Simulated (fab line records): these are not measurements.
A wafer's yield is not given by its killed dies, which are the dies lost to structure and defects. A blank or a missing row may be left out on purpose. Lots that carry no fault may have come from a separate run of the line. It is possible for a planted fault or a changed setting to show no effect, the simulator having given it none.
fab line records ; flow n5_finfet
record lots=7; wafers=21
route steps=1938 shown FIN_SAQP@94 FIN_CUT@155 SD_EPI_P@301 ILD0@343 HKMG_FIN@424 GATE_CUT@510 BEOL_M0_SAQP@643
start_h: hours from the record's first day to the start of the lot's first wafer shown ; wait_h: hours since the lot's step before ; " same as the row above ; L1.1+2: a single row standing in for several wafers ; - no value, or no start was given ; * or withheld: withheld ; < > ~ a bound
route shown NAME@n: NAME is a module with steps in the file, n the number in the route of the first one ; usual: mean and standard deviation over wafers with no fault ; same: alike in all rows ; chamber/n: place in a boat ; sites: the reading at each site ; _std_site: the values' standard deviation ; _edge_site: outer sites' mean less inner sites' ; radius_mm: for every site, how far away it sits from the centre of the wafer ; mask NAME#n: copy n ; behind: the tool/chamber that last shaped the wafer ; hold: cause of the lot's hold/its duration in hours/its outcome ; device: whichever transistor did not switch (one of n, p or np) ; end of line: at the end of the route, the tests of the same wafers ; a step with no rows: only its recipe ; killed: dies that structure and defects cost at the first sort, which is not the same as the wafer's yield ; map: dies across one wafer; x = killed, . = not, _ = none there
set.NAME: the run value of the setting; set.NAME@STEP: its run value at that earlier step ; model.NAME: the simulator's own value behind a step, which no gauge read
lots run with intentionally changed settings; tables by step, rows by wafer
## steps
# step N5_FIN_SAQP_ALD_61
# recipe material=SiO2; target_thk_a=40; temp_c=300; ald_precursor_family=BDEAS; ald_co_reactant=O2-plasma; pulse_time_s=1; purge_time_s=2; co_reactant_purge_time_s=2; ald_cycles=43; pressure_torr=2
lot.wafer;tool;chamber;start_h;wait_h;set.ald_cycles;model.SiO2_of_FIN_SAQP_ALD_61.thk_nm
L076.3;ald_sin-04;2;32.24;0.0;43;4.013
L076.4;ald_sin-04;0;32.24;0.0;43;4.05
L076.5;ald_sin-04;1;32.24;0.0;43;3.967
L079.1;ald_sin-01;1;50.21;0.0;45;4.191
L079.3;ald_sin-01;0;50.21;0.0;43;4.034
L079.5;ald_sin-01;0;50.21;0.0;45;4.206
L084.1;ald_sin-04;3;80.85;0.0;43;4.023
L084.2;ald_sin-04;1;80.85;0.0;43;3.99
L084.4;ald_sin-04;2;80.85;0.0;43;4.04
L085.2;ald_sin-01;3;86.78;0.6;43;4.034
L085.3;ald_sin-01;0;86.78;0.6;43;4.027
L085.4;ald_sin-01;2;86.78;0.6;43;4.008
L086.2;ald_sin-02;1;92.12;0.1;46;4.284
L086.3;ald_sin-02;2;92.12;0.1;43;3.978
L086.6;ald_sin-02;1;92.12;0.1;46;4.298
L089.1;ald_sin-04;0;111.21;0.4;43;4.076
L089.3;ald_sin-04;2;111.21;0.4;43;4.044
L089.5;ald_sin-04;2;111.21;0.4;43;4.051
L092.1;ald_sin-01;0;128.65;0.0;46;4.287
L092.3;ald_sin-01;2;128.65;0.0;46;4.282
L092.4;ald_sin-01;1;128.65;0.0;43;4.006
# step N5_FIN_SAQP_PECVD_47
# recipe material=a-Si; target_thk_a=450; temp_c=400; precursor=SiH4/He; pressure_torr=3; rf_w=100; time_s=36.3
lot.wafer;tool;chamber;start_h;wait_h;set.time_s;model.a-Si_of_FIN_SAQP_PECVD_47.thk_nm
L076.3;pecvd-01;2;32.81;0.0;31.72;38.49
L076.4;pecvd-01;2;32.81;0.0;31.72;39.27
L076.5;pecvd-01;0;32.81;0.0;36.3;46.08
L079.1;pecvd-03;0;50.83;0.0;36.3;44.72
L079.3;pecvd-03;2;50.83;0.0;32.66;40.15
L079.5;pecvd-03;0;50.83;0.0;32.66;41.04
L084.1;pecvd-01;1;81.39;0.0;36.3;45.2
L084.2;pecvd-01;0;81.39;0.0;36.3;44.76
L084.4;pecvd-01;0;81.39;0.0;36.3;45.53
L085.2;pecvd-02;0;87.32;0.0;36.3;44.61
L085.3;pecvd-02;1;87.32;0.0;36.3;44.84
L085.4;pecvd-02;2;87.32;0.0;36.3;44.82
L086.2;pecvd-03;1;92.72;0.0;36.3;44.95
L086.3;pecvd-03;2;92.72;0.0;36.3;44.15
L086.6;pecvd-03;0;92.72;0.0;36.3;44.51
L089.1;pecvd-01;0;111.76;0.0;41.13;50.85
L089.3;pecvd-01;2;111.76;0.0;36.3;44.48
L089.5;pecvd-01;2;111.76;0.0;41.13;51.4
L092.1;pecvd-01;1;129.20;0.0;36.3;45.26
L092.3;pecvd-01;0;129.20;0.0;38.59;47.91
L092.4;pecvd-01;0;129.20;0.0;36.3;45.65
# step N5_FIN_SAQP_PECVD_48
# recipe material=SiNx; target_thk_a=250; temp_c=400; precursor=SiH4/NH3/N2; pressure_torr=1.5; rf_w=300; time_s=22.1
# step N5_FIN_SAQP_PECVD_06
# recipe material=a-Si; target_thk_a=600; temp_c=400; precursor=SiH4/He; pressure_torr=3; rf_w=100; time_s=48.1
# step N5_FIN_SAQP_ETCH_57
# recipe chemistry=CH3F/O2; target=SiNx; mask_material=SiO2; target_depth_a=325; time_s=46.4; pressure_mtorr=30; source_w=395; bias_w=73; Ar_flow_sccm=150; CH3F_flow_sccm=30; O2_flow_sccm=20; ion_energy_ev=120; ends=cleared
# step N5_FIN_SAQP_ETCH_65
# recipe chemistry=CF4; target=SiO2; target_depth_a=40; ion_energy_ev=350; time_s=4.4; pressure_mtorr=10; icp_w=800; bias_w=400; cf4_flow_sccm=80
# step N5_FIN_SAQP_MANDREL_ETCH_58
# recipe chemistry=HBr/Cl2; target=a-Si; target_depth_a=450; bt_time_s=10; stop_on=SiNx; mask_material=SiO2; over_etch_frac=0.8; time_s=27; pressure_mtorr=10; icp_w=800; bias_w=75; HBr_flow_sccm=150; Cl2_flow_sccm=80; ends=end_point
# usual oes_product_au=0.697/0.014
lot.wafer;tool;chamber;start_h;wait_h;set.time_s@FIN_SAQP_PECVD_47;oes_product_au;model.etch.depth_nm
L076.3;rie_si-02;0;36.08;0.0;31.72;0.643;38.49
L076.4;rie_si-02;2;36.08;0.0;31.72;0.665;39.27
L076.5;rie_si-02;2;36.08;0.0;36.3;0.730;46.08
L079.1;rie_si-02;2;54.50;0.0;36.3;0.713;44.72
L079.3;rie_si-02;3;54.50;0.0;32.66;0.659;40.15
L079.5;rie_si-02;0;54.50;0.0;32.66;0.672;41.04
L084.1;rie_si-02;0;84.69;0.0;36.3;0.701;45.2
L084.2;rie_si-02;3;84.69;0.0;36.3;0.689;44.76
L084.4;rie_si-02;1;84.69;0.0;36.3;0.708;45.53
L085.2;rie_si-01;0;90.52;0.0;36.3;0.706;44.61
L085.3;rie_si-01;1;90.52;0.0;36.3;0.683;44.84
L085.4;rie_si-01;3;90.52;0.0;36.3;0.681;44.82
L086.2;rie_si-03;1;96.21;0.0;36.3;0.697;44.95
L086.3;rie_si-03;2;96.21;0.0;36.3;0.678;44.15
L086.6;rie_si-03;0;96.21;0.0;36.3;0.692;44.51
L089.1;rie_si-03;1;114.73;0.0;41.13;0.746;50.85
L089.3;rie_si-03;2;114.73;0.0;36.3;0.681;44.48
L089.5;rie_si-03;2;114.73;0.0;41.13;0.728;51.4
L092.1;rie_si-03;1;133.27;0.0;36.3;0.698;45.26
L092.3;rie_si-03;0;133.27;0.0;38.59;0.712;47.91
L092.4;rie_si-03;3;133.27;0.0;36.3;0.726;45.65
# step N5_FIN_CUT_COAT_19
# recipe resist=SiARC; temp_c=220; time_s=60; spin_rpm=1500; resist_thk_nm=20
lot.wafer;tool;chamber;start_h;wait_h;set.spin_rpm;model.SiARC_of_FIN_CUT_COAT_19.thk_nm
L076.3;litho_track-02;0;-;-;1668;19
L076.4;litho_track-02;0;-;-;1500;20
L076.5;litho_track-02;0;-;-;1500;20.2
L079.1+3+5;litho_track-02;0;-;-;1500;20
L084.1+2+4;litho_track-02;0;-;-;1500;20.2
L085.2+4;litho_track-02;0;-;-;1371;21
L085.3;litho_track-02;0;-;-;1500;20
L086.2+6;litho_track-02;0;-;-;1350;21.2
L086.3;litho_track-02;0;-;-;1500;20.2
L089.1+5;litho_track-04;0;-;-;1500;20
L089.3;litho_track-04;0;-;-;1656;19
L092.1;litho_track-02;0;-;-;1500;20
L092.3+4;litho_track-02;0;-;-;1359;21
# step N5_FIN_CUT_COAT_29
# recipe resist=underlayer; temp_c=205; time_s=60; spin_rpm=1500; resist_thk_nm=10
# step N5_FIN_CUT_COAT_02
# recipe resist=CAR-EUV; spin_rpm=1500; resist_thk_nm=30
# step N5_FIN_CUT_DESCUM_13
# recipe chemistry=O2; time_s=7; source_power_w=50; bias_power_w=20; pressure_mtorr=20; rf_frequency_hz=2.712e+07; temp_c=40; resist=CAR-EUV; o2_flow_sccm=225
# step N5_FIN_CUT_ETCH_30
# recipe chemistry=N2/H2; target=underlayer; target_depth_a=130; mask_material=CAR-EUV; time_s=10.4; ion_energy_ev=200; pressure_mtorr=30; source_w=840; bias_w=150; n2_flow_sccm=200; h2_flow_sccm=200; ends=cleared
# step N5_FIN_CUT_ETCH_20
# recipe chemistry=CF4; target=SiARC; target_depth_a=260; mask_material=CAR-EUV; time_s=43.3; ion_energy_ev=80; pressure_mtorr=40; source_w=545; bias_w=36; Ar_flow_sccm=100; cf4_flow_sccm=100; ends=cleared
lot.wafer;tool;chamber;start_h;wait_h;set.spin_rpm@FIN_CUT_COAT_19;model.etch.depth_nm
L076.3;rie_diel-03;0;38.51;0.0;1668;19.06
L076.4;rie_diel-03;2;38.51;0.0;1500;20.08
L076.5;rie_diel-03;3;38.51;0.0;1500;20.12
L079.1;rie_diel-05;0;57.44;0.0;1500;20.06
L079.3;rie_diel-05;2;57.44;0.0;1500;20.05
L079.5;rie_diel-05;2;57.44;0.0;1500;20.01
L084.1+4;rie_diel-03;3,1;88.61;0.0;1500;20.11
L084.2;rie_diel-03;2;88.61;0.0;1500;20.13
L085.2;rie_diel-05;1;93.71;0.0;1371;20.98
L085.3;rie_diel-05;2;93.71;0.0;1500;20.08
L085.4;rie_diel-05;0;93.71;0.0;1371;20.92
L086.2;rie_diel-02;1;99.12;0.0;1350;21.25
L086.3;rie_diel-02;0;99.12;0.0;1500;20.13
L086.6;rie_diel-02;0;99.12;0.0;1350;21.27
L089.1;rie_diel-05;2;117.30;0.0;1500;19.97
L089.3;rie_diel-05;1;117.30;0.0;1656;18.94
L089.5;rie_diel-05;0;117.30;0.0;1500;19.95
L092.1;rie_diel-05;1;135.98;0.0;1500;20.01
L092.3;rie_diel-05;0;135.98;0.0;1359;21.02
L092.4;rie_diel-05;3;135.98;0.0;1359;20.99
# step N5_FIN_CUT_ETCH_21
# recipe chemistry=N2/H2; target=SOC; target_depth_a=2190; overetch_a=438; mask_material=SiARC; temp_c=40; ion_energy_ev=100; bias_w=61; time_s=523.5; pressure_mtorr=30; source_w=850; n2_flow_sccm=200; h2_flow_sccm=200
lot.wafer;tool;chamber;start_h;wait_h;set.spin_rpm@FIN_CUT_COAT_19;model.SiARC_of_FIN_CUT_COAT_19.thk_nm
L076.3;rie_diel-03;0;38.55;0.0;1668;11
L076.4;rie_diel-03;2;38.55;0.0;1500;12.2
L076.5;rie_diel-03;3;38.55;0.0;1500;11.8
L079.1+3+5;rie_diel-05;0,2,2;57.48;0.0;1500;12
L084.1;rie_diel-03;3;88.65;0.0;1500;11.8
L084.2;rie_diel-03;2;88.65;0.0;1500;12.4
L084.4;rie_diel-03;1;88.65;0.0;1500;11.2
L085.2;rie_diel-05;1;93.74;0.0;1371;13
L085.3;rie_diel-05;2;93.74;0.0;1500;12.2
L085.4;rie_diel-05;0;93.74;0.0;1371;12.8
L086.2;rie_diel-02;1;99.16;0.0;1350;13.2
L086.3;rie_diel-02;0;99.16;0.0;1500;12.2
L086.6;rie_diel-02;0;99.16;0.0;1350;13.4
L089.1+5;rie_diel-05;2,0;117.34;0.0;1500;12
L089.3;rie_diel-05;1;117.34;0.0;1656;11
L092.1;rie_diel-05;1;136.01;0.0;1500;12
L092.3;rie_diel-05;0;136.01;0.0;1359;13.2
L092.4;rie_diel-05;3;136.01;0.0;1359;13
# step N5_SD_EPI_P_PEB_07
# recipe peb_temp_c=110; peb_time_s=60; resist=CAR-ArF-block
lot.wafer;tool;chamber;start_h;wait_h;set.peb_time_s
L076.3+4+5;litho_track-05;0;64.14;0.0;60
L079.1;litho_track-05;0;92.36;0.1;63.8
L079.3+5;litho_track-05;0;92.36;0.1;60
L084.1+2+4;litho_track-05;0;116.66;0.1;60
L085.2+3+4;litho_track-01;0;121.44;0.0;60
L086.2+6;litho_track-05;0;124.94;0.0;60
L086.3;litho_track-05;0;124.94;0.0;49.59
L089.1+3+5;litho_track-05;0;146.56;0.1;60
L092.1;litho_track-01;0;162.38;0.1;67.85
L092.3+4;litho_track-01;0;162.38;0.1;60
# step N5_SD_EPI_P_DEVELOP_08
# recipe develop_time_s=30; developer=TMAH; resist=CAR-ArF-block; dev_temp_c=23; rinse_liquid=diw; dry=air_spin
# step N5_SD_EPI_P_CD_MEAS_09
# recipe target_cd_nm=240; landing_energy_ev=500; detector=se_inlens
# usual cd_nm=240.2/0.86
lot.wafer;tool;chamber;start_h;wait_h;set.peb_time_s@SD_EPI_P_PEB_07;cd_nm
L076.3;cd_sem-02;0;64.21;-;60;240.0
L076.4;cd_sem-02;0;64.21;-;60;240.0
L076.5;cd_sem-02;0;64.21;-;60;239.7
L079.1;cd_sem-01;0;92.43;-;63.8;241.4
L079.3;cd_sem-01;0;92.43;-;60;240.1
L079.5;cd_sem-01;0;92.43;-;60;240.3
L084.1;cd_sem-03;0;116.72;-;60;242.4
L084.2;cd_sem-03;0;116.72;-;60;242.0
L084.4;cd_sem-03;0;116.72;-;60;240.6
L085.2;cd_sem-02;0;121.50;-;60;240.3
L085.3;cd_sem-02;0;121.50;-;60;240.1
L085.4;cd_sem-02;0;121.50;-;60;239.1
L086.2;cd_sem-03;0;125.01;-;60;240.2
L086.3;cd_sem-03;0;125.01;-;49.59;233.7
L086.6;cd_sem-03;0;125.01;-;60;239.6
L089.1;cd_sem-01;0;146.62;-;60;240.9
L089.3;cd_sem-01;0;146.62;-;60;240.7
L089.5;cd_sem-01;0;146.62;-;60;240.6
L092.1;cd_sem-01;0;162.44;-;67.85;243.7
L092.3;cd_sem-01;0;162.44;-;60;239.7
L092.4;cd_sem-01;0;162.44;-;60;239.0
# step N5_SD_EPI_P_DESCUM_14
# recipe chemistry=O2; time_s=7.9; source_power_w=50; bias_power_w=20; pressure_mtorr=20; rf_frequency_hz=2.712e+07; temp_c=40; resist=CAR-ArF-block; o2_flow_sccm=225
lot.wafer;tool;chamber;start_h;wait_h;set.peb_time_s@SD_EPI_P_PEB_07;model.SD_EPI_P.cd_nm
L076.3;rie_diel-02;1;64.43;0.2;60;240
L076.4;rie_diel-02;0;64.43;0.2;60;240.2
L076.5;rie_diel-02;1;64.43;0.2;60;239.6
L079.1;rie_diel-02;3;92.67;0.2;63.8;241.4
L079.3;rie_diel-02;0;92.67;0.2;60;240
L079.5;rie_diel-02;0;92.67;0.2;60;240.4
L084.1;rie_diel-02;3;116.81;0.0;60;242.4
L084.2;rie_diel-02;1;116.81;0.0;60;241.8
L084.4;rie_diel-02;2;116.81;0.0;60;240.6
L085.2;rie_diel-05;1;121.59;0.0;60;240
L085.3;rie_diel-05;2;121.59;0.0;60;240.2
L085.4;rie_diel-05;1;121.59;0.0;60;239
L086.2+6;rie_diel-05;0,2;125.27;0.2;60;240
L086.3;rie_diel-05;2;125.27;0.2;49.59;233.8
L089.1+5;rie_diel-03;2,1;146.71;0.0;60;240.4
L089.3;rie_diel-03;1;146.71;0.0;60;240.6
L092.1;rie_diel-02;0;162.57;0.1;67.85;243.8
L092.3;rie_diel-02;2;162.57;0.1;60;239.8
L092.4;rie_diel-02;3;162.57;0.1;60;239
# step N5_SD_EPI_P_ETCH_36
# recipe chemistry=CF4; target=SiARC; target_depth_a=455; mask_material=CAR-ArF-block; time_s=75.8; ion_energy_ev=80; pressure_mtorr=40; source_w=545; bias_w=36; Ar_flow_sccm=100; cf4_flow_sccm=100; ends=cleared
lot.wafer;tool;chamber;start_h;wait_h;set.peb_time_s@SD_EPI_P_PEB_07;model.SD_EPI_P.cd_nm
L076.3;rie_diel-02;1;64.47;0.0;60;239.6
L076.4;rie_diel-02;0;64.47;0.0;60;239.8
L076.5;rie_diel-02;1;64.47;0.0;60;239
L079.1;rie_diel-02;3;92.71;0.0;63.8;241.6
L079.3;rie_diel-02;0;92.71;0.0;60;239.6
L079.5;rie_diel-02;0;92.71;0.0;60;240.2
L084.1;rie_diel-02;3;116.85;0.0;60;242.6
L084.2;rie_diel-02;1;116.85;0.0;60;241.4
L084.4;rie_diel-02;2;116.85;0.0;60;240.4
L085.2+3;rie_diel-05;1,2;121.63;0.0;60;240.2
L085.4;rie_diel-05;1;121.63;0.0;60;239.2
L086.2;rie_diel-05;0;125.31;0.0;60;240
L086.3;rie_diel-05;2;125.31;0.0;49.59;233.8
L086.6;rie_diel-05;2;125.31;0.0;60;240.2
L089.1;rie_diel-03;2;146.75;0.0;60;240
L089.3;rie_diel-03;1;146.75;0.0;60;240.4
L089.5;rie_diel-03;1;146.75;0.0;60;240.2
L092.1;rie_diel-02;0;162.61;0.0;67.85;243.4
L092.3;rie_diel-02;2;162.61;0.0;60;239.8
L092.4;rie_diel-02;3;162.61;0.0;60;239.2
# step N5_ILD0_ALD_15
# recipe material=SiNx; target_thk_a=240; temp_c=400; ald_precursor_family=SiH2I2; ald_co_reactant=N2/H2-plasma; pulse_time_s=1; ald_cycles=480; purge_time_s=2; co_reactant_purge_time_s=2; pressure_torr=2
lot.wafer;tool;chamber;start_h;wait_h;set.ald_cycles;model.SiNx_of_ILD0_ALD_15.thk_nm
L076.3+4+5;ald_sin-01;2,3,0;72.69;0.4;480;24
L079.1;ald_sin-02;3;101.06;0.6;480;24
L079.3;ald_sin-02;1;101.06;0.6;507;25.6
L079.5;ald_sin-02;3;102.14;1.2;507;25.4
L084.1;ald_sin-01;3;125.40;0.6;480;24.2
L084.2;ald_sin-01;2;125.40;0.6;480;24.4
L084.4;ald_sin-01;1;125.40;0.6;480;24
L085.2;ald_sin-01;2;130.09;0.7;543;27.4
L085.3+4;ald_sin-01;1,3;130.09;0.7;480;24
L086.2;ald_sin-01;0;133.53;0.5;480;23.8
L086.3;ald_sin-01;3;133.53;0.5;422;20.8
L086.6;ald_sin-01;3;134.62;1.1;422;21
L089.1+5;ald_sin-02;3,2;154.98;0.6;480;23.8
L089.3;ald_sin-02;2;154.98;0.6;537;26.8
L092.1+3;ald_sin-03;2,1;171.55;1.1;480;24
L092.4;ald_sin-03;0;171.55;1.1;549;27.2
# step N5_HKMG_FIN_COAT_06
# recipe resist=CAR-ArF; spin_rpm=1500; resist_thk_nm=90
lot.wafer;tool;chamber;start_h;wait_h;set.spin_rpm;model.CAR-ArF_of_HKMG_FIN_COAT_06.thk_nm
L076.3;litho_track-01;0;-;-;1500;90.2
L076.4;litho_track-01;0;-;-;1500;89.8
L076.5;litho_track-01;0;-;-;1430;92.4
L079.1+5;litho_track-01;0;-;-;1500;90
L079.3;litho_track-01;0;-;-;1635;86
L084.1+2;litho_track-02;0;-;-;1500;89.8
L084.4;litho_track-02;0;-;-;1500;89.6
L085.2+4;litho_track-01;0;-;-;1500;90.2
L085.3;litho_track-01;0;-;-;1500;90
L086.2+3;litho_track-04;0;-;-;1432;91.8
L086.6;litho_track-04;0;-;-;1500;89.8
L089.1;litho_track-02;0;-;-;1500;90
L089.3;litho_track-02;0;-;-;1346;95.2
L089.5;litho_track-02;0;-;-;1346;94.8
L092.1+4;litho_track-04;0;-;-;1500;89.8
L092.3;litho_track-04;0;-;-;1572;87.8
# step N5_HKMG_FIN_PEB_10
# recipe peb_temp_c=withheld; peb_time_s=60; resist=CAR-ArF
lot.wafer;tool;chamber;start_h;wait_h;set.peb_time_s
L076.3;litho_track-01;0;84.84;0.0;70.95
L076.4+5;litho_track-01;0;84.84;0.0;60
L079.1+3;litho_track-01;0;114.29;0.1;56.31
L079.5;litho_track-01;0;114.29;0.1;60
L084.1+2+4;litho_track-02;0;138.72;0.1;60
L085.2;litho_track-01;0;142.43;0.0;60
L085.3+4;litho_track-01;0;142.43;0.0;70.33
L086.2+3;litho_track-01;0;145.56;0.0;60
L086.6;litho_track-01;0;145.56;0.0;67.63
L089.1+3+5;litho_track-01;0;167.66;0.1;60
L092.1+3;litho_track-01;0;183.30;0.1;60
L092.4;litho_track-01;0;183.30;0.1;47.26
# step N5_HKMG_FIN_DEVELOP_11
# recipe develop_time_s=30; developer=TMAH; resist=CAR-ArF; dev_temp_c=23; rinse_liquid=diw; dry=air_spin
# step N5_HKMG_FIN_CD_MEAS_12
# recipe target_cd_nm=92.8; landing_energy_ev=500; detector=se_inlens
# usual cd_nm=92.8/1.2
lot.wafer;tool;chamber;start_h;wait_h;set.peb_time_s@HKMG_FIN_PEB_10;cd_nm
L076.3;cd_sem-01;0;84.91;-;70.95;98.4
L076.4;cd_sem-01;0;84.91;-;60;92.4
L076.5;cd_sem-01;0;84.91;-;60;90.5
L079.1;cd_sem-01;0;114.36;-;56.31;90.9
L079.3;cd_sem-01;0;114.36;-;56.31;91.2
L079.5;cd_sem-01;0;114.36;-;60;91.4
L084.1;cd_sem-02;0;138.79;-;60;95.3
L084.2;cd_sem-02;0;138.79;-;60;93.4
L084.4;cd_sem-02;0;138.79;-;60;92.9
L085.2;cd_sem-02;0;142.50;-;60;90.4
L085.3;cd_sem-02;0;142.50;-;70.33;97.5
L085.4;cd_sem-02;0;142.50;-;70.33;98.5
L086.2;cd_sem-02;0;145.63;-;60;92.9
L086.3;cd_sem-02;0;145.63;-;60;93.1
L086.6;cd_sem-02;0;145.63;-;67.63;96.0
L089.1;cd_sem-01;0;167.73;-;60;90.9
L089.3;cd_sem-01;0;167.73;-;60;92.1
L089.5;cd_sem-01;0;167.73;-;60;91.9
L092.1;cd_sem-03;0;183.36;-;60;93.4
L092.3;cd_sem-03;0;183.36;-;60;91.2
L092.4;cd_sem-03;0;183.36;-;47.26;83.7
# step N5_HKMG_FIN_DESCUM_17
# recipe chemistry=O2; time_s=7.9; source_power_w=50; bias_power_w=20; pressure_mtorr=20; rf_frequency_hz=2.712e+07; temp_c=40; resist=CAR-ArF; o2_flow_sccm=225
lot.wafer;tool;chamber;start_h;wait_h;set.spin_rpm@HKMG_FIN_COAT_06;model.CAR-ArF_of_HKMG_FIN_COAT_06.thk_nm
L076.3;rie_diel-04;1;84.99;0.0;1500;83.8
L076.4;rie_diel-04;0;84.99;0.0;1500;83.2
L076.5;rie_diel-04;2;84.99;0.0;1430;85.8
L079.1;rie_diel-01;2;114.45;0.0;1500;83.6
L079.3;rie_diel-01;1;114.45;0.0;1635;79.4
L079.5;rie_diel-01;2;114.45;0.0;1500;83.4
L084.1;rie_diel-06;0;138.88;0.0;1500;83.2
L084.2+4;rie_diel-06;1,2;138.88;0.0;1500;83
L085.2+3+4;rie_diel-04;1,2,3;143.03;0.5;1500;83.6
L086.2+3;rie_diel-06;0,1;146.09;0.4;1432;85.2
L086.6;rie_diel-06;3;146.09;0.4;1500;83.4
L089.1;rie_diel-06;3;167.91;0.1;1500;83.6
L089.3;rie_diel-06;1;167.91;0.1;1346;88.6
L089.5;rie_diel-06;2;167.91;0.1;1346;88
L092.1+4;rie_diel-04;0,3;183.45;0.0;1500;83.2
L092.3;rie_diel-04;2;183.45;0.0;1572;81.4
# step N5_GATE_CUT_ALD_22
# recipe material=SiNx; target_thk_a=160; temp_c=400; ald_precursor_family=SiH2I2; ald_co_reactant=N2/H2-plasma; pulse_time_s=1; ald_cycles=320; purge_time_s=2; co_reactant_purge_time_s=2; pressure_torr=2
lot.wafer;tool;chamber;start_h;wait_h;set.ald_cycles;model.SiNx_of_GATE_CUT_ALD_22.thk_nm
L076.3;ald_sin-02;3;94.60;0.5;302;15.2
L076.4;ald_sin-02;2;94.60;0.5;302;15
L076.5;ald_sin-02;3;94.60;0.5;320;16
L079.1+3;ald_sin-03;0,3;123.78;0.0;320;16
L079.5;ald_sin-03;3;123.78;0.0;337;16.8
L084.1+2+4;ald_sin-02;0,2,1;147.88;0.0;320;16
L085.2+4;ald_sin-02;2,3;153.01;0.1;279;14
L085.3;ald_sin-02;1;153.01;0.1;320;16
L086.2;ald_sin-03;1;156.48;0.1;320;16.2
L086.3+6;ald_sin-03;3,0;156.48;0.1;320;16
L089.1;ald_sin-04;3;177.24;0.0;358;18
L089.3+5;ald_sin-04;1,0;177.24;0.0;358;17.8
L092.1;ald_sin-04;2;192.80;0.0;320;16
L092.3+4;ald_sin-04;1,0;192.80;0.0;360;18
# step N5_BEOL_M0_SAQP_COAT_08
# recipe resist=CAR-ArF; spin_rpm=1500; resist_thk_nm=90
lot.wafer;tool;chamber;start_h;wait_h;set.spin_rpm;model.CAR-ArF_of_BEOL_M0_SAQP_COAT_08.thk_nm
L076.3+5;litho_track-01;0;-;-;1406;92.8
L076.4;litho_track-01;0;-;-;1500;89.8
L079.1;litho_track-01;0;-;-;1593;87.2
L079.3;litho_track-01;0;-;-;1500;89.8
L079.5;litho_track-01;0;-;-;1500;90
L084.1;litho_track-01;0;-;-;1500;90.2
L084.2;litho_track-01;0;-;-;1500;90.4
L084.4;litho_track-01;0;-;-;1500;90
L085.2;litho_track-02;0;-;-;1500;90.2
L085.3+4;litho_track-02;0;-;-;1385;93.8
L086.2+3;litho_track-02;0;-;-;1500;90.2
L086.6;litho_track-02;0;-;-;1500;90
L089.1;litho_track-01;0;-;-;1500;90.2
L089.3;litho_track-01;0;-;-;1500;90
L089.5;litho_track-01;0;-;-;1500;90.4
L092.1+3;litho_track-05;0;-;-;1375;94.2
L092.4;litho_track-05;0;-;-;1500;90.2
## key
split step=N5_FIN_SAQP_ALD_61; setting=ald_cycles; stated=43; by=wafer
response step=N5_FIN_SAQP_ALD_61; reading=model.SiO2_of_FIN_SAQP_ALD_61.thk_nm; change=+0.0411; per=1%; r=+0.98
split step=N5_FIN_SAQP_PECVD_47; setting=time_s; stated=36.3; by=wafer
response step=N5_FIN_SAQP_PECVD_47; reading=model.a-Si_of_FIN_SAQP_PECVD_47.thk_nm; change=+0.496; per=1%; r=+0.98
response step=N5_FIN_SAQP_MANDREL_ETCH_58; reading=oes_product_au; change=+0.0046; per=1%; r=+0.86
response step=N5_FIN_SAQP_MANDREL_ETCH_58; reading=model.etch.depth_nm; change=+0.496; per=1%; r=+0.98
split step=N5_FIN_CUT_COAT_19; setting=spin_rpm; stated=1500; by=wafer
response step=N5_FIN_CUT_COAT_19; reading=model.SiARC_of_FIN_CUT_COAT_19.thk_nm; change=-0.102; per=1%; r=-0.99
response step=N5_FIN_CUT_ETCH_20; reading=model.etch.depth_nm; change=-0.102; per=1%; r=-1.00
response step=N5_FIN_CUT_ETCH_21; reading=model.SiARC_of_FIN_CUT_COAT_19.thk_nm; change=-0.0987; per=1%; r=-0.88
split step=N5_SD_EPI_P_PEB_07; setting=peb_time_s; stated=60; by=wafer
response step=N5_SD_EPI_P_CD_MEAS_09; reading=cd_nm; change=+0.335; per=1%; r=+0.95
response step=N5_SD_EPI_P_DESCUM_14; reading=model.SD_EPI_P.cd_nm; change=+0.337; per=1%; r=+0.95
response step=N5_SD_EPI_P_ETCH_36; reading=model.SD_EPI_P.cd_nm; change=+0.334; per=1%; r=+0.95
split step=N5_ILD0_ALD_15; setting=ald_cycles; stated=480; by=wafer
response step=N5_ILD0_ALD_15; reading=model.SiNx_of_ILD0_ALD_15.thk_nm; change=+0.243; per=1%; r=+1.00
split step=N5_HKMG_FIN_COAT_06; setting=spin_rpm; stated=1500; by=wafer
response step=N5_HKMG_FIN_COAT_06; reading=model.CAR-ArF_of_HKMG_FIN_COAT_06.thk_nm; change=-0.465; per=1%; r=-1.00
response step=N5_HKMG_FIN_DESCUM_17; reading=model.CAR-ArF_of_HKMG_FIN_COAT_06.thk_nm; change=-0.448; per=1%; r=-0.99
split step=N5_HKMG_FIN_PEB_10; setting=peb_time_s; stated=60; by=wafer
response step=N5_HKMG_FIN_CD_MEAS_12; reading=cd_nm; change=+0.375; per=1%; r=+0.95
split step=N5_GATE_CUT_ALD_22; setting=ald_cycles; stated=320; by=wafer
response step=N5_GATE_CUT_ALD_22; reading=model.SiNx_of_GATE_CUT_ALD_22.thk_nm; change=+0.158; per=1%; r=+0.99
split step=N5_BEOL_M0_SAQP_COAT_08; setting=spin_rpm; stated=1500; by=wafer
response step=N5_BEOL_M0_SAQP_COAT_08; reading=model.CAR-ArF_of_BEOL_M0_SAQP_COAT_08.thk_nm; change=-0.468; per=1%; r=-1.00
